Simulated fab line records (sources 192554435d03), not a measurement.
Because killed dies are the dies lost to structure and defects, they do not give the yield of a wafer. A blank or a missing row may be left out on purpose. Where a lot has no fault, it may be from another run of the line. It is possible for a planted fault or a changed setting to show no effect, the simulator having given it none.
Chamber matching :: flow n5_finfet :: rie_diel-03 running N5_BEOL_M1_ETCH_69: 4 sister chambers
The step etches SiARC in CF4, target depth 15.6 nm, time 26 s. 22 wafers are shown with their chamber, then 11 later ones without.

== WAFERS, EACH WITH ITS CHAMBER ==
wafer: L074.2
chamber: 3
drypump_motor_current_A (A): 5.7
showerhead_plenum_p_Torr (Torr): 2.13
throttle_valve_pct (%): 15.83

wafer: L074.5
chamber: 2
drypump_motor_current_A (A): 5.0
showerhead_plenum_p_Torr (Torr): 2.19
throttle_valve_pct (%): 15.70

wafer: L074.6
chamber: 3
drypump_motor_current_A (A): 5.7
showerhead_plenum_p_Torr (Torr): 2.13
throttle_valve_pct (%): 15.82

wafer: L077.1
chamber: 2
drypump_motor_current_A (A): 5.0
showerhead_plenum_p_Torr (Torr): 2.19
throttle_valve_pct (%): 15.72

wafer: L077.2
chamber: 3
drypump_motor_current_A (A): 5.7
showerhead_plenum_p_Torr (Torr): 2.13
throttle_valve_pct (%): 15.84

wafer: L077.3
chamber: 0
drypump_motor_current_A (A): 6.0
showerhead_plenum_p_Torr (Torr): 2.11
throttle_valve_pct (%): 15.45

wafer: L079.3
chamber: 0
drypump_motor_current_A (A): 6.0
showerhead_plenum_p_Torr (Torr): 2.10
throttle_valve_pct (%): 15.45

wafer: L079.5
chamber: 1
drypump_motor_current_A (A): 6.3
showerhead_plenum_p_Torr (Torr): 2.20
throttle_valve_pct (%): 16.02

wafer: L079.6
chamber: 3
drypump_motor_current_A (A): 5.7
showerhead_plenum_p_Torr (Torr): 2.13
throttle_valve_pct (%): 15.84

wafer: L081.3
chamber: 1
drypump_motor_current_A (A): 6.3
showerhead_plenum_p_Torr (Torr): 2.20
throttle_valve_pct (%): 16.01

wafer: L081.4
chamber: 1
drypump_motor_current_A (A): 6.3
showerhead_plenum_p_Torr (Torr): 2.20
throttle_valve_pct (%): 16.00

wafer: L081.5
chamber: 3
drypump_motor_current_A (A): 5.7
showerhead_plenum_p_Torr (Torr): 2.13
throttle_valve_pct (%): 15.84

wafer: L082.2
chamber: 2
drypump_motor_current_A (A): 5.1
showerhead_plenum_p_Torr (Torr): 2.19
throttle_valve_pct (%): 15.23

wafer: L082.3
chamber: 3
drypump_motor_current_A (A): 5.7
showerhead_plenum_p_Torr (Torr): 2.13
throttle_valve_pct (%): 15.85

wafer: L082.6
chamber: 1
drypump_motor_current_A (A): 6.3
showerhead_plenum_p_Torr (Torr): 2.20
throttle_valve_pct (%): 16.00

wafer: L083.2
chamber: 3
drypump_motor_current_A (A): 5.7
showerhead_plenum_p_Torr (Torr): 2.13
throttle_valve_pct (%): 15.85

wafer: L083.5
chamber: 1
drypump_motor_current_A (A): 6.3
showerhead_plenum_p_Torr (Torr): 2.19
throttle_valve_pct (%): 16.02

wafer: L083.6
chamber: 2
drypump_motor_current_A (A): 5.0
showerhead_plenum_p_Torr (Torr): 2.19
throttle_valve_pct (%): 15.25

wafer: L085.1
chamber: 1
drypump_motor_current_A (A): 6.3
showerhead_plenum_p_Torr (Torr): 2.19
throttle_valve_pct (%): 16.03

wafer: L085.3
chamber: 3
drypump_motor_current_A (A): 5.7
showerhead_plenum_p_Torr (Torr): 2.12
throttle_valve_pct (%): 15.86

wafer: L085.4
chamber: 0
drypump_motor_current_A (A): 6.0
showerhead_plenum_p_Torr (Torr): 2.10
throttle_valve_pct (%): 15.49

wafer: L091.2
chamber: 0
drypump_motor_current_A (A): 6.0
showerhead_plenum_p_Torr (Torr): 2.09
throttle_valve_pct (%): 15.51

SIGNATURES (averages over the wafers above)
reading: drypump_motor_current_A
chamber 0: 6.000
chamber 1: 6.300
chamber 2: 5.025
chamber 3: 5.700
scatter within a chamber: 0.0204

reading: showerhead_plenum_p_Torr
chamber 0: 2.1000
chamber 1: 2.1967
chamber 2: 2.1900
chamber 3: 2.1288
scatter within a chamber: 0.00484

reading: throttle_valve_pct
chamber 0: 15.4750
chamber 1: 16.0133
chamber 2: 15.4750
chamber 3: 15.8413
scatter within a chamber: 0.112
Rule: for a wafer and a chamber, the distance is found by dividing, reading by reading, the gap between the wafer's reading and the chamber's mean by the reading's scatter, squaring, summing and taking the root. If the next closest chamber is less than 2 further off than the closest, the wafer can't be placed; otherwise it belongs to the closest. The scatter is the square root of a quotient: the sum, over the shown wafers, of each reading's squared deviation from its chamber's mean, divided by wafers minus chambers.

== WAFERS MISSING THEIR CHAMBER ==
wafer: L091.5
drypump_motor_current_A (A): 6.1
showerhead_plenum_p_Torr (Torr): 2.10
throttle_valve_pct (%): 15.50

wafer: L091.6
drypump_motor_current_A (A): 5.0
showerhead_plenum_p_Torr (Torr): 2.18
throttle_valve_pct (%): 15.26

wafer: L092.4
drypump_motor_current_A (A): 5.0
showerhead_plenum_p_Torr (Torr): 2.18
throttle_valve_pct (%): 15.28

wafer: L092.5
drypump_motor_current_A (A): 5.7
showerhead_plenum_p_Torr (Torr): 2.12
throttle_valve_pct (%): 15.90

wafer: L092.6
drypump_motor_current_A (A): 6.1
showerhead_plenum_p_Torr (Torr): 2.09
throttle_valve_pct (%): 15.50

wafer: L094.1
drypump_motor_current_A (A): 5.7
showerhead_plenum_p_Torr (Torr): 2.12
throttle_valve_pct (%): 15.89

wafer: L094.4
drypump_motor_current_A (A): 6.3
showerhead_plenum_p_Torr (Torr): 2.19
throttle_valve_pct (%): 15.59

wafer: L094.5
drypump_motor_current_A (A): 5.1
showerhead_plenum_p_Torr (Torr): 2.18
throttle_valve_pct (%): 15.28

wafer: L095.1
drypump_motor_current_A (A): 5.7
showerhead_plenum_p_Torr (Torr): 2.12
throttle_valve_pct (%): 15.90

wafer: L095.3
drypump_motor_current_A (A): 5.1
showerhead_plenum_p_Torr (Torr): 2.18
throttle_valve_pct (%): 15.30

wafer: L095.4
drypump_motor_current_A (A): 5.0
showerhead_plenum_p_Torr (Torr): 2.18
throttle_valve_pct (%): 15.30

== THE CHAMBER EACH PASSED THROUGH ==
wafer: L091.5
from the rows above: 0
in truth: 0

wafer: L091.6
from the rows above: 2
in truth: 2

wafer: L092.4
from the rows above: 2
in truth: 2

wafer: L092.5
from the rows above: 3
in truth: 3

wafer: L092.6
from the rows above: 0
in truth: 0

wafer: L094.1
from the rows above: 3
in truth: 3

wafer: L094.4
from the rows above: 1
in truth: 1

wafer: L094.5
from the rows above: 2
in truth: 2

wafer: L095.1
from the rows above: 3
in truth: 3

wafer: L095.3
from the rows above: 2
in truth: 2

wafer: L095.4
from the rows above: 2
in truth: 2
Correctly placed: 11 of 11. Can't be placed from these rows: 0. 0 placed wrongly.
